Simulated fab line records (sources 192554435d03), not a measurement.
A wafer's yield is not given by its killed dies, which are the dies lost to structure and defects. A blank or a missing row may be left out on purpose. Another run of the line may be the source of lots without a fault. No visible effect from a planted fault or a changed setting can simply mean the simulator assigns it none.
Split-lot experiment + flow n5 finfet + 21 wafers read across 4 lots, on a route 1938 steps long

ON THE SPLIT
At N5_BEOL_M0_SAQP_PECVD_96 (deposits a-Si from SiH4/He, target thk 45 nm, time 45.2 s), the setting time s was moved away from the recipe's 45.2 s on 6 of the 21 wafers read, by -13.8% to -10.0%. For the rest of the wafers, this setting stayed at what the recipe calls for.

Reading taken at the split's own step.

THE READING
a-Si_of_BEOL_M0_SAQP_PECVD_96.thk nm (the simulator's own value, which no gauge read), in nm, at N5_BEOL_M0_SAQP_PECVD_96 (deposits a-Si from SiH4/He, target thk 45 nm, time 45.2 s). There is no usual value for it anywhere in the file. The 15 wafers here that ran the recipe average 44.4 nm, standard deviation 0.68 nm.

| wafer  | tool, chamber at the split | time s as run, s | against the recipe | a-Si_of_BEOL_M0_SAQP_PECVD_96.thk nm, nm | against lot-mates on the recipe |
|--------|----------------------------|------------------|--------------------|------------------------------------------|---------------------------------|
| L079.1 | pecvd-04, 2,0              | 45.2             | recipe             | 45.2                                     | -                               |
| L079.5 | pecvd-04, 2,0              | 45.2             | recipe             | 45.2                                     | -                               |
| L079.2 | pecvd-04, 1                | 45.2             | recipe             | 43.8                                     | -                               |
| L079.3 | pecvd-04, 0,1              | 38.94            | -13.8%             | 38.4                                     | -6.3                            |
| L079.4 | pecvd-04, 0,1              | 38.94            | -13.8%             | 38.4                                     | -6.3                            |
| L079.6 | pecvd-04, 2                | 38.94            | -13.8%             | 39.4                                     | -5.3                            |
| L081.4 | pecvd-02, 2                | 45.2             | recipe             | 44.4                                     | -                               |
| L081.5 | pecvd-02, 1                | 45.2             | recipe             | 43.8                                     | -                               |
| L081.6 | pecvd-02, 0                | 45.2             | recipe             | 45.2                                     | -                               |
| L087.1 | pecvd-01, 1                | 45.2             | recipe             | 44.6                                     | -                               |
| L087.2 | pecvd-01, 0,2              | 40.7             | -10.0%             | 39.4                                     | -5.4                            |
| L087.3 | pecvd-01, 0,2              | 40.7             | -10.0%             | 39.4                                     | -5.4                            |
| L087.4 | pecvd-01, 2                | 45.2             | recipe             | 45                                       | -                               |
| L087.5 | pecvd-01, 1                | 40.7             | -10.0%             | 41                                       | -3.8                            |
| L087.6 | pecvd-01, 0                | 45.2             | recipe             | 44.8                                     | -                               |
| L089.1 | pecvd-04, 2                | 45.2             | recipe             | 44.4                                     | -                               |
| L089.2 | pecvd-04, 1                | 45.2             | recipe             | 43.4                                     | -                               |
| L089.3 | pecvd-04, 0                | 45.2             | recipe             | 43.2                                     | -                               |
| L089.4 | pecvd-04, 0                | 45.2             | recipe             | 43.6                                     | -                               |
| L089.5 | pecvd-04, 1                | 45.2             | recipe             | 44.6                                     | -                               |
| L089.6 | pecvd-04, 2                | 45.2             | recipe             | 45.2                                     | -                               |
The file does not say which wafer passed through which chamber wherever a row lists several chambers: such a row stands for several wafers.

THE FIT
A straight line over all 21 wafers: a-Si_of_BEOL_M0_SAQP_PECVD_96.thk nm changes by +0.424 nm for each +1% of time s; r = +0.96; the points scatter about the line by 0.71 nm.
The same after taking each lot's own level away (the mean of its wafers on the recipe; 21 wafers): +0.451 nm for each +1%; r = +0.97; scatter 0.67 nm.
On that fit, the largest move of time s shifts the reading by 6.2 nm.
Measured against the standard deviation above, the lots' own levels, which go from 44.07 to 44.80 nm, span 1.1 times it.
Consequently the slope shifts little with the lot-to-lot level, the two slopes agreeing.
Check: with one of the wafers moved furthest among these (-13.8%) left out of the fit, the line predicts -6.24 nm for it against its lot-mates. Against them it came out at -6.33 nm.

ADDITIONAL SPLITS CARRIED BY THESE WAFERS
Before the reading, these wafers also passed through other splits. Each is held against what the fit with the lots' levels taken away leaves over:
| other split on the same wafers         | wafers away from the commonest value | r with a-Si_of_BEOL_M0_SAQP_PECVD_96.thk nm (lot level and that fit taken away) |
|----------------------------------------|--------------------------------------|---------------------------------------------------------------------------------|
| N5_MOL_CONTACT_COAG_COAT_103 spin rpm  | 9                                    | +0.00                                                                           |
| N5_MOL_CONTACT_COAG_VIA_ETCH_46 bias w | 9                                    | +0.36                                                                           |
| N5_MOL_CONTACT_COAG_COAT_64 spin rpm   | 9                                    | +0.26                                                                           |

FILE'S OWN FIT
a-Si_of_BEOL_M0_SAQP_PECVD_96.thk nm changes by +0.452 nm for each +1% of time s, r = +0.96.
